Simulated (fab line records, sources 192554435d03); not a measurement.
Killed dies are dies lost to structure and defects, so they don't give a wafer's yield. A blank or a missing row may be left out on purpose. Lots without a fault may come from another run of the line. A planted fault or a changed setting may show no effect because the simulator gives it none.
A struck lot beside a sound one | flow n5_finfet | 38 steps out of a route of 1938
Sound: wafers L299.2, L299.3, L299.4. Struck: wafer L295.4. (L295.5 of the same lot was not struck and is left out.) The cause comes at the end.
At each step with rows: each side's tool, then ch and its chambers, then its first start. Under that, the readings that differ: sound wafers | struck wafers | difference of the means | sigmas: that difference in standard deviations of wafers without a fault.
alike: readings whose means differ by less than 2 such deviations, and words and numbers that are the same on both sides. not compared: withheld readings, readings that some wafer has no value for, bounds like >300 that may hide the same value, and numbers for which the record gives no deviation and whose values overlap.
The two part at a step that has a row with sigmas, a row that says differs or no value, or rows on one side only. Numbers that don't overlap but have no deviation are shown without sigmas and don't part them. A reading that every wafer of one side lacks parts them only if that side has two wafers or more.

first, 11 steps without rows for these wafers: N5_FIN_SAQP_DESCUM_21 (chemistry O2, time 7.9 s); N5_FIN_SAQP_ETCH_51 (etches SiARC in CF4, target depth 45.5 nm, time 75.8 s); N5_FIN_SAQP_ETCH_52 (etches SOC in N2/H2, target depth 100 nm, overetch 20 nm, time 150 s); N5_FIN_SAQP_STRIP_53 (strips in N2/H2); N5_FIN_SAQP_HM_OPEN_73 (chemistry CHF3/O2, target SiO2, stops on a-Si, target depth 12 nm, time 16.8 s); N5_FIN_SAQP_STRIP_74 (strips in CHF3/O2); N5_FIN_SAQP_MANDREL_ETCH_22 (etches a-Si in HBr/Cl2, stops on SiNx, target depth 60 nm, bt time 10 s, time 30 s); N5_FIN_SAQP_STRIP_55 (strips in N2/H2); N5_FIN_SAQP_STRIP_23 (strips in SPM, time 750 s); N5_FIN_SAQP_SRD_66 (time 30 s); N5_FIN_SAQP_RECESS_75 (chemistry HF/NH3, target SiO2, target depth 14.4 nm, afs cycles 3, sublimation time 60 s).
N5_FIN_SAQP_SPACER1_ALD_24: deposits SiO2, target thk 20.3 nm, pulse time 1 s, purge time 2 s.
  sound on ald_sin-04 ch 0,1,2, day 7 12:22; struck on ald_sin-03 ch 0, day 6 13:14
  reading                                           | sound             | struck | difference | sigmas
  ald_cycles                                        | 218 218 218       | 237    | +19        |
  precursor_pulse_height_rel                        | 0.992 1.031 1.020 | 0.974  | -0.040     | -2
  model.SiO2_of_FIN_SAQP_SPACER1_ALD_24.thk_nm (nm) | 20.2 20.2 20.2    | 22     | +2         |
  alike: heater_power_w, susceptor_temp_C
then, 1 step without rows for these wafers: N5_FIN_SAQP_SPACER1_ETCHBACK_25 (etches SiO2 in CHF3/O2, target depth 24.4 nm, time 12.2 s).
N5_FIN_SAQP_MANDREL1_REMOVE_56: chemistry HBr/Cl2/O2, target a-Si, stops on SiNx, bt time 10 s.
  sound on rie_si-01 ch 1,2,3, day 7 13:10; struck on rie_si-03 ch 0, day 6 14:11
  reading                   | sound    | struck | difference | sigmas
  rf_hours_counter_h (h)    | 36 86 48 | 109    | +52        |
  model.FIN_SAQP.cd_nm (nm) | 20 20 20 | 22.2   | +2.2       |
  alike: chamber_pressure_mTorr, drypump_motor_current_A, mfc_cl2_sccm, oes_product_au, throttle_valve_pct
N5_FIN_SAQP_CD_MEAS_27: target cd 20 nm.
  sound on cd_sem-03 ch 0, day 7 13:17; struck on cd_sem-02 ch 0, day 6 14:19
  reading    | sound             | struck | difference | sigmas
  cd_nm (nm) | 20.14 19.98 20.07 | 22.20  | +2.14      | +9
then, 21 steps without rows for these wafers: N5_FIN_SAQP_ETCH_57 (etches SiNx in CH3F/O2, target depth 32.5 nm, time 46.4 s); N5_FIN_SAQP_ETCH_65 (etches SiO2 in CF4, target depth 4 nm, time 4.4 s); N5_FIN_SAQP_MANDREL_ETCH_58 (etches a-Si in HBr/Cl2, stops on SiNx, target depth 45 nm, bt time 10 s, time 27 s); N5_FIN_SAQP_RECESS_63 (chemistry HF/NH3, target SiO2, target depth 18 nm, afs cycles 3, sublimation time 60 s); N5_FIN_SAQP_COAT_68 (time 60 s, resist thk 100 nm); N5_FIN_SAQP_ETCH_69 (etches SOC in N2/H2, stops on SiNx, target depth 150 nm); N5_FIN_SAQP_ETCH_67 (etches SiNx in CH3F/O2, target depth 30 nm); N5_FIN_SAQP_STRIP_70 (strips in N2/H2); N5_FIN_SAQP_RECESS_71 (chemistry HF/NH3, target SiO2, target depth 3 nm, afs cycles 1, sublimation time 60 s); N5_FIN_SAQP_SPACER2_ALD_28 (deposits SiO2, target thk 8.1 nm, pulse time 1 s, purge time 2 s); N5_FIN_SAQP_SPACER2_ETCHBACK_29 (etches SiO2 in CHF3/O2, target depth 12.2 nm, time 6.1 s); N5_FIN_SAQP_MANDREL2_REMOVE_60 (chemistry HBr/Cl2/O2, target a-Si, stops on SiNx, bt time 10 s); N5_FIN_SAQP_HM_OPEN_33 (chemistry CH3F/O2, target SiNx, target depth 49.4 nm, time 70.6 s); N5_FIN_SAQP_ETCH_34 (etches SiO2 in C4F6/O2, target depth 45 nm, time 15 s); N5_FIN_SAQP_STRIP_77 (strips in N2/H2, time 90 s); N5_FIN_SAQP_ETCH_64 (etches SiO2 in CF4, target depth 1.5 nm); N5_FIN_SAQP_FIN_ETCH_36 (etches the open film in HBr/Cl2/O2, target depth 120 nm, time 50.4 s); N5_FIN_SAQP_PRECLEAN_38 (cleans in O3/DIW, time 45 s); N5_FIN_SAQP_PRECLEAN_45 (cleans in dHF, time 10 s); N5_FIN_SAQP_SRD_39 (time 30 s); N5_FIN_CUT_COAT_18 (time 60 s, resist thk 230 nm).
-- the record jumps here: 6 days lie between the struck wafers' starts before and after (it left off in module FIN_CUT and takes up again in module BEOL_M4, whose first step shown is number 1111 of the route) --
N5_BEOL_M4_RC_MEAS_101:
  sound on prober-02 ch 0, day 14 07:38; struck on prober-02 ch 0, day 12 21:11
  reading        | sound                | struck | difference | sigmas
  IOFF_P (nA/um) | 0.246 0.218 0.248    | 0.168  | -0.069     | -3
  ION_P (uA/um)  | 468 466 475          | 454    | -16        | -3
  VT_N (mV)      | 249.1 247.2 244.3    | 256.1  | +9.2       | +3
  VT_P (mV)      | -245.1 -247.4 -248.4 | -257.8 | -10.8      | -4
  alike: DIBL_N, DIBL_P, IOFF_N, ION_N, SS_N, SS_P
-- the record jumps here: 4 days lie between the struck wafers' starts before and after (it left off in module BEOL_M4 and takes up again in module PASSIVATION, whose first step shown is number 1936 of the route) --
N5_PASSIVATION_PROBE_49:
  the record has rows for the struck wafers here (prober-02, day 17 06:11) and none for the sound ones

WHERE THEY PART
First at N5_FIN_SAQP_SPACER1_ALD_24; last, within this record, at N5_PASSIVATION_PROBE_49.

WHY: what the simulator had put in
Process parameter drift: ald_sin-03, from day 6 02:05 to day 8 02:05, at N5_FIN_SAQP_SPACER1_ALD_24. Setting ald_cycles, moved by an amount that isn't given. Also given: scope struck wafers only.
